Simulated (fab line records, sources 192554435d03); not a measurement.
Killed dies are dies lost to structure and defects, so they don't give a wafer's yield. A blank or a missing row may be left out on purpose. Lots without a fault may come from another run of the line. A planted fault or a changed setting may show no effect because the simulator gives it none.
fab line records | flow n5_finfet
record lots=4 wafers=12 last_day=17
route steps=1938 shown BEOL_M1@789 PASSIVATION@1936
lots that met no fault: from a run of the same line without faults
start_h: hours from the record's first day to the start of the lot's first wafer shown | wait_h: hours since the lot's step before | " the same as in the row above | L1.1+2: a row that stands for several wafers | - no value, or no start given | * or withheld: withheld | < > ~ a bound
route shown NAME@n: a module of which the file shows steps, and the number in the route of the first | usual: mean/standard deviation of fault-free wafers | same: alike in all rows | chamber/n: place in a boat | sites: the reading at each site | _std_site: their standard deviation | _edge_site: outer sites' mean less inner sites' | radius_mm: how far each site lies from the wafer's centre | mask NAME#n: copy n | behind: the tool/chamber that last shaped the wafer | hold: why the lot was held/for how many hours/how that ended | device: the transistor (n, p or np) that didn't switch | end of line: the same wafers' tests at the end of the route | a step without rows: its recipe alone | killed: dies lost to structure and defects at the first sort, not the wafer's yield | map: a wafer's dies, x killed, . not, _ none there
set.NAME: the setting as run; set.NAME@STEP: as run at that earlier step | model.NAME: the simulator's own value behind a step, which no gauge read
lots at some steps of the route; a table a step, a row a wafer
services: from which hour (start_h, from the record's first day; less than 0 if before it) a tool's chamber was out of use, for how many hours, and why
## steps
# step N5_BEOL_M1_DESCUM_33
# recipe chemistry=O2 time_s=7 source_power_w=50 bias_power_w=20 pressure_mtorr=20 rf_frequency_hz=2.712e+07 temp_c=40 resist=CAR-EUV o2_flow_sccm=225
# step N5_BEOL_M1_ETCH_77
# recipe chemistry=N2/H2 target=underlayer target_depth_a=65 mask_material=CAR-EUV time_s=5.2 ion_energy_ev=200 pressure_mtorr=30 source_w=840 bias_w=150 n2_flow_sccm=200 h2_flow_sccm=200 ends=cleared
# step N5_BEOL_M1_ETCH_69
# recipe chemistry=CF4 target=SiARC target_depth_a=156 mask_material=CAR-EUV time_s=26 ion_energy_ev=80 pressure_mtorr=40 source_w=545 bias_w=36 Ar_flow_sccm=100 cf4_flow_sccm=100 ends=cleared
# step N5_BEOL_M1_ALD_98
# recipe material=SiO2 target_thk_a=25 temp_c=100 ald_precursor_family=BDEAS ald_co_reactant=O2-plasma pulse_time_s=1 co_reactant_pulse_time_s=1 purge_time_s=2 co_reactant_purge_time_s=2 ald_cycles=17 pressure_torr=2
# step N5_BEOL_M1_ETCHBACK_99
# recipe chemistry=CHF3 target=SiO2 target_depth_a=50 time_s=10.4 source_w=215 bias_w=47 Ar_flow_sccm=200 CHF3_flow_sccm=12 ion_energy_ev=100 pressure_mtorr=30
# step N5_BEOL_M1_ETCH_70
# recipe chemistry=N2/H2 target=SOC target_depth_a=800 overetch_a=160 mask_material=SiARC temp_c=40 time_s=120 ion_energy_ev=200 pressure_mtorr=30 source_w=840 bias_w=150 n2_flow_sccm=200 h2_flow_sccm=200
# step N5_BEOL_M1_STRIP_71
# recipe chemistry=N2/H2 temp_c=40 n2_flow_sccm=200 h2_flow_sccm=200 rf_frequency_hz=6e+07
# step N5_BEOL_M1_STRIP_78
# recipe chemistry=N2/H2 temp_c=40 n2_flow_sccm=200 h2_flow_sccm=200 rf_frequency_hz=6e+07
# step N5_BEOL_M1_VIA_ETCH_34
# recipe chemistry=C4F6/O2 target_depth_a=678 mask_material=SOC pressure_mtorr=15 ion_energy_ev=250 taper_deg=4 time_s=64.4 source_w=350 bias_w=170 Ar_flow_sccm=300 C4F6_flow_sccm=10 O2_flow_sccm=10
# step N5_BEOL_M1_STRIP_83
# recipe chemistry=C4F6/O2 resist=SiARC rf_frequency_hz=6e+07
# step N5_BEOL_M1_STRIP_36
# recipe chemistry=N2/H2 power_w=450 temp_c=40 pressure_mtorr=20 rf_frequency_hz=6e+07 overash_fraction=0.3 bias_power_w=7 h2_frac=0.5 n2_flow_sccm=200 h2_flow_sccm=200
# usual drypump_motor_current_A=5.7/0.3 oes_product_au=0.78/0.061 rf_vpp_V=59.3/1.5 showerhead_plenum_p_Torr=2.55/0.087 throttle_valve_pct=23.7/0.32
# columns lot.wafer tool chamber start_h wait_h drypump_motor_current_A oes_product_au rf_hours_counter_h rf_vpp_V showerhead_plenum_p_Torr throttle_valve_pct
L499.2 rie_diel-01 1 189.58 0.0 5.9 0.72 196 58.6 2.44 24.3
L499.3 " 0 " " 5.8 0.83 53 59.2 2.59 23.4
L499.5 " 2 " " 6.4 0.73 - 60.1 2.62 23.6
L501.1 rie_diel-01 0 203.65 0.0 5.8 0.82 57 58.5 2.59 23.4
L501.4 " 3 " " 5.7 0.77 147 61.5 2.43 23.8
L501.5 " 0 " " 5.8 0.84 - 58.7 2.59 23.4
L504.1 rie_diel-01 1 220.46 0.0 5.9 0.73 204 60.4 2.43 24.3
L504.2 " 0 " " 5.8 0.82 62 58.3 2.58 23.4
L504.5 " 0 " " 5.8 0.82 - 60.6 2.59 23.4
L505.1 rie_diel-04 0 238.20 0.0 5.7 0.78 123 59.8 2.53 23.4
L505.3 " 1 " " 5.6 0.85 79 57.2 2.45 23.2
L505.6 " 2 " " 6.1 0.69 - 60.2 2.42 23.8
# step N5_BEOL_M1_TRENCH_ETCH_37
# recipe chemistry=C4F6/O2 target_depth_a=552.07 target=SiOC time_s=29 ion_energy_ev=250 pressure_mtorr=30 source_w=355 bias_w=185 Ar_flow_sccm=300 C4F6_flow_sccm=10 O2_flow_sccm=10
# step N5_BEOL_M1_ETCH_41
# recipe chemistry=CH3F/O2 target=SiCN target_depth_a=319 taper_deg=2 time_s=57.8 ion_energy_ev=120 mask_material=TiN pressure_mtorr=30 source_w=395 bias_w=75 Ar_flow_sccm=150 CH3F_flow_sccm=30 O2_flow_sccm=20
# step N5_BEOL_M1_STRIP_97
# recipe chemistry=N2/H2 time_s=10 power_w=450 temp_c=40 pressure_mtorr=20 rf_frequency_hz=6e+07 bias_power_w=7 n2_flow_sccm=200 h2_flow_sccm=200
# step N5_BEOL_M1_HM_STRIP_39
# recipe chemistry=peroxide_tin_strip material=TiN target_depth_a=250 temp_c=50 time_s=158
# step N5_BEOL_M1_SRD_40
# recipe time_s=30 temp_c=23 rinse_liquid=diw dry=ipa_marangoni
# step N5_BEOL_M1_PRECLEAN_42
# recipe chemistry=residue_remover time_s=60 temp_c=40
# step N5_BEOL_M1_SRD_43
# recipe time_s=30 temp_c=23 rinse_liquid=diw dry=ipa_marangoni
# step N5_BEOL_M1_DEGAS_44
# recipe ambient=vacuum temp_c=250 time_s=60
# step N5_BEOL_M1_PRE_CLEAN_45
# recipe gas=H2/He time_s=30 temp_c=250
# step N5_BEOL_M1_ALD_84
# recipe material=TaN target_thk_a=* temp_c=275 ald_precursor_family=PDMAT ald_co_reactant=NH3 pressure_torr=3 carrier_flow_sccm=1500 pulse_time_s=2 purge_time_s=3 co_reactant_purge_time_s=2 co_reactant_pulse_time_s=3 ald_cycles=30 precursor_vessel_temp_c=75 precursor_vessel_pressure_torr=26.25 precursor_vessel_carrier_sccm=1000
# step N5_BEOL_M1_SURFACE_TREAT_85
# recipe gas=Ar time_s=* ion_energy_ev=* ion_current_ma_cm2=0.5 pressure_mtorr=* ar_flow_sccm=30
# step N5_BEOL_M1_CVD_47
# recipe material=Co target_thk_a=30 temp_c=withheld precursor=CCTBA/H2 pressure_torr=30 time_s=223.8
# step N5_BEOL_M1_SPUTTER_48
# recipe material=Cu target_thk_a=45 temp_c=-20 chamber_pressure_pa=0.07 power_w=withheld time_s=8.29
# step N5_BEOL_M1_ANNEAL_49
# recipe temp_c=400 time_s=240 ambient=vacuum
# step N5_BEOL_M1_SPUTTER_79
# recipe material=Cu target_thk_a=45 temp_c=-20 chamber_pressure_pa=0.07 power_w=withheld time_s=8.29
# step N5_BEOL_M1_ANNEAL_80
# recipe temp_c=400 time_s=240 ambient=vacuum
# step N5_BEOL_M1_SPUTTER_81
# recipe material=Cu target_thk_a=45 temp_c=-20 chamber_pressure_pa=0.07 power_w=withheld time_s=8.29
# step N5_BEOL_M1_ANNEAL_82
# recipe temp_c=400 time_s=240 ambient=vacuum
# step N5_BEOL_M1_SPUTTER_86
# recipe material=Cu target_thk_a=45 temp_c=-20 chamber_pressure_pa=0.07 power_w=withheld time_s=8.29
# step N5_BEOL_M1_ANNEAL_87
# recipe temp_c=400 time_s=240 ambient=vacuum
# step N5_BEOL_M1_SPUTTER_88
# recipe material=Cu target_thk_a=45 temp_c=-20 chamber_pressure_pa=0.07 power_w=withheld time_s=8.29
# step N5_BEOL_M1_ANNEAL_89
# recipe temp_c=400 time_s=240 ambient=vacuum
# step N5_BEOL_M1_SPUTTER_90
# recipe material=Cu target_thk_a=45 temp_c=-20 chamber_pressure_pa=0.07 power_w=withheld time_s=8.29
# step N5_BEOL_M1_ANNEAL_91
# recipe temp_c=400 time_s=240 ambient=vacuum
# step N5_BEOL_M1_SPUTTER_92
# recipe material=Cu target_thk_a=45 temp_c=-20 chamber_pressure_pa=0.07 power_w=withheld time_s=8.29
# step N5_BEOL_M1_ANNEAL_93
# recipe temp_c=400 time_s=240 ambient=vacuum
# step N5_BEOL_M1_SPUTTER_94
# recipe material=Cu target_thk_a=45 temp_c=-20 chamber_pressure_pa=0.07 power_w=withheld time_s=8.29
# step N5_PASSIVATION_PROBE_49
# usual defect_limited_yield=91.6/1.4 killed_at_M0_to_M3=32/9.5 killed_at_M4_up=13/6 killed_at_contacts=12/5.6 killed_at_front_end=39/11 killed_at_other=2.8/2.3 killed_dies=99/16 killed_on_rim=12/3.4 killed_open=65/12 killed_short=32/7.6 sort_bin_4_leakage=0.1/0.88 sort_bin_5_function=4.8/0.88 sort_bin_6_memory=3.2/0.65 sort_n_pass=1077/29 sort_yield_pct=91.2/2.5
# same gross_dies=1180 killed_at_back_side=0 sort_bin_8_speed[%]=0
# columns lot.wafer tool chamber start_h wait_h defect_limited_yield[%] killed_at_M0_to_M3 killed_at_M4_up killed_at_contacts killed_at_front_end killed_at_other killed_dies killed_on_rim killed_open killed_short sort_bin_4_leakage[%] sort_bin_5_function[%] sort_bin_6_memory[%] sort_n_pass sort_yield_pct[%]
L499.2 prober-02 - 337.32 0.1 89.3 45 19 13 47 2 126 9 85 37 0 6.5 3.5 1054 89.3
L499.3 prober-02 - 337.37 0.1 92.4 42 11 7 27 3 90 10 43 47 0.6 4.1 3.1 1083 91.8
L501.1 prober-02 - 359.60 0.0 82.7 140 8 10 40 6 204 33 50 26 0.1 9.2 4.2 975 82.6
L501.4 prober-02 - 359.75 0.2 79.7 169 20 14 33 4 240 28 67 28 0 11.9 4.2 940 79.7
L501.5 prober-02 - 359.80 0.2 80.3 152 18 13 44 5 232 32 79 28 0 10.5 5.3 948 80.3
L504.1 prober-01 - 375.72 0.7 84.9 114 13 10 39 2 178 32 55 27 0 7.7 4.2 1002 84.9
L504.2 prober-01 - 375.77 0.8 81.9 145 25 17 23 4 214 31 65 33 0.1 11.4 3.4 965 81.8
L504.5 prober-01 - 375.92 0.9 82.2 141 15 14 40 0 210 32 62 16 0 9.8 3.9 970 82.2
# killed by level:class
L499.2 FIN_SAQP:geometric_particle:open=13 BEOL_M4:geometric_particle:open=12 BEOL_M0_SAQP:geometric_particle:open=11 BEOL_M0_SAQP:geometric_particle:short=11 MOL_CONTACT_COAG:geometric_particle:open=10 BEOL_M2:geometric_particle:open=8 FIN_SAQP:geometric_particle:short=6 GATE_CUT:geometric_particle:short=6
L499.3 BEOL_M0_SAQP:geometric_particle:short=14 BEOL_M0_SAQP:geometric_particle:open=12 GATE_CUT:geometric_particle:short=8 BEOL_M2:geometric_particle:open=7 BEOL_M4:geometric_particle:open=7 MOL_CONTACT_COAG:geometric_particle:open=6 FIN_SAQP:geometric_particle:short=5 FIN_SAQP:geometric_particle:open=4
L501.1 BEOL_M1:unspecified=118 MOL_CONTACT_COAG:geometric_particle:open=9 FIN_SAQP:geometric_particle:short=7 HKMG_FIN:area_etch=7 FIN_SAQP:geometric_particle:open=5 BEOL_M2:geometric_particle:open=5 BEOL_M3:geometric_particle:open=5 STI_FIN_REVEAL:geometric_particle:short=4
L501.4 BEOL_M1:unspecified=141 MOL_CONTACT_COAG:geometric_particle:open=11 BEOL_M4:geometric_particle:open=9 STI_FIN_REVEAL:geometric_particle:open=7 DUMMY_GATE:geometric_particle:open=7 BEOL_M2:geometric_particle:open=7 BEOL_M0_SAQP:geometric_particle:short=6 FIN_SAQP:geometric_particle:short=4
L501.5 BEOL_M1:unspecified=124 STI_FIN_REVEAL:geometric_particle:open=15 MOL_CONTACT_COAG:geometric_particle:open=13 BEOL_M5:geometric_particle:open=9 GATE_CUT:geometric_particle:short=5 BEOL_M0_SAQP:geometric_particle:open=5 BEOL_M1:geometric_particle:open=5 BEOL_M2:geometric_particle:open=5
L504.1 BEOL_M1:unspecified=96 STI_FIN_REVEAL:geometric_particle:open=10 BEOL_M4:geometric_particle:open=9 FIN_SAQP:geometric_particle:open=7 MOL_CONTACT_COAG:geometric_particle:open=6 BEOL_M0_SAQP:geometric_particle:open=6 FIN_SAQP:geometric_particle:short=5 DUMMY_GATE:geometric_particle:open=5
L504.2 BEOL_M1:unspecified=116 BEOL_M4:geometric_particle:open=15 MOL_CONTACT_COAG:geometric_particle:open=14 BEOL_M0_SAQP:geometric_particle:open=10 BEOL_M0_SAQP:geometric_particle:short=10 FIN_SAQP:geometric_particle:short=7 FIN_SAQP:geometric_particle:open=6 DUMMY_GATE:geometric_particle:open=4
L504.5 BEOL_M1:unspecified=122 MOL_CONTACT_COAG:geometric_particle:open=14 HKMG_FIN:area_etch=10 STI_FIN_REVEAL:geometric_particle:open=9 BEOL_M4:geometric_particle:open=8 BEOL_M0_SAQP:geometric_particle:open=5 DUMMY_GATE:geometric_particle:short=4 GATE_CUT:geometric_particle:open=4
# map L501.4 (x killed, . not)
_________________xxxxxxxxx...________________
______________.x.xxxxxxxxx..xx.._____________
___________x..xxxxxxxxxxxxxxx......__________
__________...xxxxxxxxxxxxxxx.x..x..._________
________.x..xxxxxxxxxxxxxxxxx......x.._______
_______...xx.xxxxxxxxxxxxxx......x.....______
______x......xxxxxxxxxxxxxxx...........x_____
_____.....xx..xxxxxxxxxxxxxx.............____
____.........x.xxxxxxxxxxxxx.xx...x.x..x..___
___...........x.xxxxxxxxx..............x...__
___....x....x...xxx.xx.xx.x.............x..__
__.x..x.........xxx...x..x.................._
__x.........x.......x...........x......x...._
_......x.....................................
_........x........x..x.x.xx..................
_..................x......x..........x...x...
_....................................x.......
_..x.................................x......x
_.x....x......x...................x..........
_.......x.......................x.x..........
_x...................x.......................
__x..........x.......x..........x...x......._
__.........x............x............xx....._
___............x........x.............x....__
___..............x.................x.......__
____......x..x..x..x......................___
_____.....x.........x..........x.x...x...____
______.....x...............xx........x.._____
_______x...............x..x.........x..______
________...x..x.................x....._______
__________.....x.......x............_________
___________........................__________
______________......x..........._____________
_________________xx.x........________________
# map L504.2 (x killed, . not)
_________________...........x________________
______________.....x.....xx....._____________
___________.......x................__________
__________.......x....x.........x..._________
________.x.........................x.._______
_______.x.............................x______
______.x....x............x.........x...._____
_____..x..x..............x.......x.......____
____..........x.....................x...x.___
___..x.....x..x............................__
___..........................x.........xx..__
__................x...........x........x...._
__........x....xx......x.....x.............x_
_..........x.............x....x....x.........
_.........x........x........x.........x....x.
_.........xx..............x................x.
_................x.....x.....................
_............x......x..x..........x..........
_.................x...............x..x.......
_..........x................x...xx...........
_..x.....x.......x.........x......xx.x.......
__.......x.x....x.x....x...x...x..x.x.x....._
__.....x....x..................xxxxxxxx.x..._
___x....x.........x........xxxxxxxxxxxxxxxx__
___..............x..x......xxxxxxxxxxxxxxxx__
____x.....................xx.xxxxxxxxxxxxx___
_____...............x......xxxxxxxxxxxxxx____
______....x..................xxxxxxxxxxx_____
_______..x.....xx......x.x.xxxxxxxxxxxx______
________...............x....xxxxxxxxxx_______
__________...................xxxxxxx_________
___________.................xx.xxxx__________
______________.................._____________
_________________.x..........________________
## services
# columns tool chamber start_h hours kind
rie_diel-01 - 207.15 2.3 repair
rie_diel-01 - 229.78 2.5 repair
## key
first_sign step=N5_PASSIVATION_PROBE_49 reading=killed_at_M0_to_M3 direction=up sigmas=12 usual=32 struck=144
effect step=N5_PASSIVATION_PROBE_49 reading=defect_limited_yield direction=down sigmas=6.9 usual=91.6 struck=81.9
more_kills_born_at N5_BEOL_M1_STRIP_36@rie_diel-01=717
met_at N5_BEOL_M1_STRIP_36
struck_wafers L501.1,L501.4,L501.5,L504.1,L504.2,L504.5
baseline_loss step=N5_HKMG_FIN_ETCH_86 wafers=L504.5
onset_between 189.58 203.65
fault kind=chamber_particle_source tool=rie_diel-01 chamber=- onset_h=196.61 steps=N5_BEOL_M1_STRIP_36 rate_per_visit_cm2=1.8609 end_h=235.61
# baseline_loss: these wafers lose ten dies or more at that step, a loss of the line's own and not of a fault; the sort's usual values leave them out
